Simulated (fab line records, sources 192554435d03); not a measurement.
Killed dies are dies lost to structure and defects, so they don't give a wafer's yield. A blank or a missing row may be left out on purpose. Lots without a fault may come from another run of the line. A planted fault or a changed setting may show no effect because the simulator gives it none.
Which tool did it? | flow n5_finfet | 8 lots, 24 wafers sampled, at 7 steps of a route of 1938

WHAT THE GAUGES READ, wafer by wafer
N5_MOL_CONTACT_COAG_CD_MEAS_08: target cd 28 nm. Usual: cd_nm 27.99 nm, standard deviation 0.23.
lot  | measured     | on        | cd_nm (nm)        | flag
L440 | day 4 16:40  | cd_sem-03 | 28.17 27.98 28.46 |
L445 | day 5 23:30  | cd_sem-01 | 27.96 28.09 28.16 |
L452 | day 7 19:49  | cd_sem-02 | 27.94 27.96 27.72 |
L453 | day 7 21:10  | cd_sem-02 | 28.58 28.22 28.01 |
L454 | day 8 03:36  | cd_sem-03 | 27.82 27.93 28.01 |
L457 | day 9 01:26  | cd_sem-03 | 25.41 25.99 28.23 | OFF
L458 | day 9 07:33  | cd_sem-02 | 27.82 25.98 27.80 | OFF
L463 | day 10 14:11 | cd_sem-03 | 28.23 28.38 28.21 |

N5_MOL_CONTACT_COAG_CD_MEAS_99: target cd 17.2 nm. Usual: cd_nm 17.3 nm, standard deviation 0.43.
lot  | measured     | on        | cd_nm (nm)     | flag
L440 | day 4 17:36  | cd_sem-01 | 17.0 17.7 17.5 |
L445 | day 6 00:03  | cd_sem-01 | 16.7 17.0 17.0 |
L452 | day 7 20:24  | cd_sem-03 | 17.4 17.1 17.5 |
L453 | day 7 21:41  | cd_sem-01 | 17.9 17.2 17.9 |
L454 | day 8 04:09  | cd_sem-01 | 16.8 17.5 16.9 |
L457 | day 9 01:58  | cd_sem-03 | 14.2 15.4 17.2 | OFF
L458 | day 9 08:04  | cd_sem-01 | 17.7 15.5 17.2 |
L463 | day 10 14:43 | cd_sem-02 | 17.3 17.8 17.6 |

N5_BEOL_M4_RC_MEAS_101. Usual: DIBL_N 37.3 mV/V, standard deviation 2.3; DIBL_P 37.4 mV/V, standard deviation 2.9; IOFF_N 0.18 nA/um, standard deviation 0.045; IOFF_P 0.25 nA/um, standard deviation 0.054; ION_N 679 uA/um, standard deviation 15; ION_P 468 uA/um, standard deviation 9.7; RC_DENSE_N 18.9 ohm.um, standard deviation 0.7; RC_DENSE_P 23.6 ohm.um, standard deviation 0.89; RC_N 15.4 ohm.um, standard deviation 0.53; RC_P 19.3 ohm.um, standard deviation 0.69; SS_N 71.8 mV/dec, standard deviation 0.62; SS_P 73.6 mV/dec, standard deviation 0.76; VT_N 248 mV, standard deviation 4.1; VT_P -248 mV, standard deviation 3.6.
lot  | measured     | on        | DIBL_N (mV/V)  | DIBL_P (mV/V)  | IOFF_N (nA/um) | IOFF_P (nA/um) | ION_N (uA/um) | ION_P (uA/um) | RC_DENSE_N (ohm.um) | RC_DENSE_P (ohm.um) | RC_N (ohm.um)  | RC_P (ohm.um)  | SS_N (mV/dec)  | SS_P (mV/dec)  | VT_N (mV)   | VT_P (mV)      | flag
L440 | day 7 19:43  | prober-02 | 40.0 36.8 42.1 | 39.1 35.1 40.9 | 0.22 0.16 0.27 | 0.33 0.23 0.35 | 686 680 691   | 470 469 472   | 19.2 18.2 18.5      | 24.2 22.6 23.2      | 15.9 14.7 15.4 | 19.8 18.4 18.8 | 71.7 71.4 72.3 | 73.7 73.0 74.2 | 242 249 243 | -242 -248 -241 |
L445 | day 9 03:22  | prober-02 | 39.0 40.6 37.3 | 39.4 43.2 38.2 | 0.20 0.26 0.17 | 0.25 0.31 0.22 | 681 693 698   | 464 473 469   | 19.6 19.4 19.1      | 24.6 24.7 24.3      | 16.0 16.0 15.6 | 20.1 20.2 19.8 | 71.6 72.8 72.0 | 74.0 74.9 73.0 | 247 243 248 | -249 -248 -251 |
L452 | day 11 02:35 | prober-02 | 39.9 41.4 40.8 | 41.3 42.9 42.1 | 0.23 0.26 0.24 | 0.32 0.39 0.35 | 704 688 692   | 487 475 484   | 18.7 18.7 18.3      | 23.3 23.0 22.6      | 15.2 15.1 15.0 | 19.1 18.8 18.7 | 72.3 72.9 71.7 | 74.4 74.6 74.7 | 243 241 241 | -244 -241 -241 |
L453 | day 11 20:29 | prober-02 | 39.9 33.8 36.5 | 41.6 33.4 36.2 | 0.25 0.12 0.15 | 0.33 0.18 0.22 | 703 675 658   | 481 470 465   | 17.6 19.2 18.0      | 22.0 24.3 22.4      | 14.4 15.8 14.8 | 18.0 19.9 18.3 | 71.6 71.2 71.5 | 73.8 72.9 73.8 | 245 252 253 | -243 -251 -247 |
L454 | day 11 02:22 | prober-01 | 38.6 37.7 35.2 | 39.5 38.2 35.6 | 0.19 0.17 0.12 | 0.26 0.25 0.21 | 668 683 647   | 457 469 448   | 19.4 18.7 19.1      | 24.2 23.0 23.9      | 15.8 15.1 15.6 | 19.9 18.8 19.4 | 72.1 72.4 72.0 | 74.2 73.5 74.0 | 248 248 253 | -251 -251 -252 |
L457 | day 12 06:49 | prober-01 | 38.4 36.5 37.4 | 39.6 37.6 38.9 | 0.22 0.18 0.21 | 0.29 0.25 0.28 | 666 691 703   | 455 471 474   | 25.3 21.9 19.1      | 31.4 27.1 24.0      | 20.1 17.8 15.6 | 25.4 22.1 19.5 | 73.0 71.3 71.7 | 74.3 74.1 74.2 | 248 248 245 | -246 -246 -244 | OFF
L458 | day 12 10:14 | prober-01 | 38.1 39.1 36.4 | 38.7 39.5 35.6 | 0.18 0.20 0.16 | 0.23 0.24 0.19 | 679 670 685   | 459 456 465   | 18.2 22.2 19.3      | 22.7 27.8 24.0      | 14.8 18.2 15.6 | 18.6 22.5 19.4 | 72.0 71.9 71.9 | 73.5 73.8 73.0 | 246 246 249 | -250 -250 -252 |
L463 | day 13 13:46 | prober-02 | 38.2 37.2 34.7 | 36.8 36.0 33.0 | 0.19 0.18 0.13 | 0.30 0.26 0.21 | 680 681 675   | 476 468 472   | 18.7 19.2 18.2      | 23.3 23.8 22.6      | 15.4 15.6 14.9 | 19.0 19.5 18.4 | 71.5 71.3 71.0 | 73.7 73.0 72.6 | 246 246 251 | -242 -246 -248 |

WHICH TOOL RAN EACH LOT (tool, then ch and the chambers of the sampled wafers, then the start)
lot  | N5_GATE_CUT_CMP_43            | N5_MOL_CONTACT_COAG_EXPOSE_05     | N5_MOL_CONTACT_COAG_DESCUM_13      | N5_MOL_CONTACT_COAG_ETCH_106
L440 | cmp-02 ch 1,3, day 4 15:32    | euv_scanner-02 ch 0, day 4 16:32  | rie_diel-06 ch 1,2, day 4 17:12    | rie_diel-06 ch 1,2, day 4 17:17
L445 | cmp-03 ch 1,3, day 5 22:22    | euv_scanner-02 ch 0, day 5 23:22  | rie_diel-04 ch 1,2,3, day 5 23:39  | rie_diel-04 ch 1,2,3, day 5 23:44
L452 | cmp-02 ch 0,1, day 7 18:53    | euv_scanner-01 ch 0, day 7 19:41  | rie_diel-06 ch 0,3, day 7 20:01    | rie_diel-06 ch 0,3, day 7 20:05
L453 | cmp-02 ch 1,2, day 7 20:14    | euv_scanner-01 ch 0, day 7 21:02  | rie_diel-02 ch 1,2, day 7 21:17    | rie_diel-02 ch 1,2, day 7 21:22
L454 | cmp-03 ch 1,2,3, day 8 02:45  | euv_scanner-01 ch 0, day 8 03:29  | rie_diel-02 ch 0,1,2, day 8 03:45  | rie_diel-02 ch 0,1,2, day 8 03:50
L457 | cmp-03 ch 1,2, day 9 00:19    | euv_scanner-01 ch 0, day 9 01:19  | rie_diel-02 ch 0,2,3, day 9 01:34  | rie_diel-02 ch 0,2,3, day 9 01:39
L458 | cmp-01 ch 1,2,3, day 9 06:32  | euv_scanner-01 ch 0, day 9 07:25  | rie_diel-02 ch 1,2,3, day 9 07:40  | rie_diel-02 ch 1,2,3, day 9 07:45
L463 | cmp-01 ch 0,1,2, day 10 13:15 | euv_scanner-02 ch 0, day 10 14:04 | rie_diel-02 ch 0,1,2, day 10 14:19 | rie_diel-02 ch 0,1,2, day 10 14:23
- N5_GATE_CUT_CMP_43: polishes SiO2.
- N5_MOL_CONTACT_COAG_EXPOSE_05: exposes mask CA, defocus 0 nm.
- N5_MOL_CONTACT_COAG_DESCUM_13: chemistry O2, time 7 s.
- N5_MOL_CONTACT_COAG_ETCH_106: etches SOC in N2/H2, target depth 80 nm, overetch 16 nm, time 120 s.

WHAT THE TOOLS THEMSELVES READ (means of the sampled wafers that have a number; where no wafer has one, the mark that the record gives instead)
N5_GATE_CUT_CMP_43. Usual: motor_current_A 12.3 A, standard deviation 0.78.
lot  | tool   | motor_current_A (A) | flag
L440 | cmp-02 | 12.6                |
L445 | cmp-03 | 12.7                |
L452 | cmp-02 | 13.3                |
L453 | cmp-02 | 13.1                |
L454 | cmp-03 | 13.1                |
L457 | cmp-03 | 12.5                |
L458 | cmp-01 | 11.9                |
L463 | cmp-01 | 11.9                |

N5_MOL_CONTACT_COAG_DESCUM_13. Usual: chamber_pressure_mTorr 20.000 mTorr, standard deviation 0.018; drypump_motor_current_A 5.6 A, standard deviation 0.4; oes_product_au 0.78 a.u., standard deviation 0.086; rf_vpp_V 242.7 V, standard deviation 1.2; showerhead_plenum_p_Torr 2.06 Torr, standard deviation 0.064; throttle_valve_pct 20.43 %, standard deviation 0.14.
lot  | tool        | chamber_pressure_mTorr (mTorr) | drypump_motor_current_A (A) | oes_product_au (a.u.) | rf_vpp_V (V) | showerhead_plenum_p_Torr (Torr) | throttle_valve_pct (%) | flag
L440 | rie_diel-06 | 20.003                         | 6.0                         | 0.92                  | 242.0        | 2.05                            | 20.47                  |
L445 | rie_diel-04 | 20.002                         | 5.5                         | 0.77                  | 242.2        | 2.03                            | 20.49                  |
L452 | rie_diel-06 | 19.982                         | 5.6                         | 0.79                  | 242.0        | 2.04                            | 20.33                  |
L453 | rie_diel-02 | 19.999                         | 5.1                         | 0.74                  | 243.8        | 2.11                            | 20.34                  |
L454 | rie_diel-02 | 19.992                         | 5.4                         | 0.73                  | 243.3        | 2.11                            | 20.34                  |
L457 | rie_diel-02 | 19.980                         | 5.3                         | 0.77                  | 243.3        | 2.12                            | 20.43                  |
L458 | rie_diel-02 | 20.019                         | 5.2                         | 0.77                  | 242.4        | 2.06                            | 20.38                  |
L463 | rie_diel-02 | 19.991                         | 5.4                         | 0.72                  | 242.9        | 2.10                            | 20.36                  |

N5_MOL_CONTACT_COAG_ETCH_106. Usual: chamber_pressure_mTorr 30.00 mTorr, standard deviation 0.034; drypump_motor_current_A 5.6 A, standard deviation 0.4; oes_product_au 0.70 a.u., standard deviation 0.075; rf_vpp_V 523.0 V, standard deviation 1.9; showerhead_plenum_p_Torr 2.51 Torr, standard deviation 0.072; throttle_valve_pct 17.88 %, standard deviation 0.26.
lot  | tool        | chamber_pressure_mTorr (mTorr) | drypump_motor_current_A (A) | oes_product_au (a.u.) | rf_vpp_V (V) | showerhead_plenum_p_Torr (Torr) | throttle_valve_pct (%) | flag
L440 | rie_diel-06 | 30.01                          | 6.0                         | 0.82                  | 522.7        | 2.52                            | 18.02                  |
L445 | rie_diel-04 | 30.01                          | 5.6                         | 0.68                  | 521.6        | 2.46                            | 17.80                  |
L452 | rie_diel-06 | 29.99                          | 5.6                         | 0.71                  | 523.0        | 2.49                            | 17.82                  |
L453 | rie_diel-02 | 29.98                          | 5.1                         | 0.67                  | 524.3        | 2.57                            | 17.75                  |
L454 | rie_diel-02 | 29.99                          | 5.5                         | 0.65                  | 524.3        | 2.56                            | 17.72                  |
L457 | rie_diel-02 | 30.02                          | 5.3                         | 0.69                  | 524.6        | 2.58                            | 17.89                  |
L458 | rie_diel-02 | 30.00                          | 5.2                         | 0.69                  | 523.3        | 2.52                            | 17.85                  |
L463 | rie_diel-02 | 30.00                          | 5.5                         | 0.64                  | 524.2        | 2.55                            | 17.74                  |

THE ANSWER, worked out from the rows above alone
Rule: a lot is off if the mean of its wafers that have a number lies more than 3 standard deviations from the usual mean. A lot without any number at a reading at which 4 lots or more have one is off too. The other lots that the step has rows for count as sound. The gauges are gone through in route order, then the tools' own readings, and for those a lot's mean is taken as printed above. The first step at which some lot is off is used, and at that step the reading that is off furthest; a lot without a number counts as furthest.
Off: L457, L458, at N5_MOL_CONTACT_COAG_CD_MEAS_08 (cd_nm).
A tool fits if, at a process step before that reading, it ran every lot that is off, and no sound lot after the first of them. The gauges at N5_MOL_CONTACT_COAG_CD_MEAS_08 are tried like those tools. One fits: euv_scanner-01 at N5_MOL_CONTACT_COAG_EXPOSE_05. Its last sound lot is L454 (day 8 03:29), its first lot that is off L457 (day 9 01:19): a fault that began between those two fits.

WHAT THE SIMULATOR HAD PUT IN
Process parameter drift: euv_scanner-01, from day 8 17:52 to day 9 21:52, at N5_MOL_CONTACT_COAG_EXPOSE_05. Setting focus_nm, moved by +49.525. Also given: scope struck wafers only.
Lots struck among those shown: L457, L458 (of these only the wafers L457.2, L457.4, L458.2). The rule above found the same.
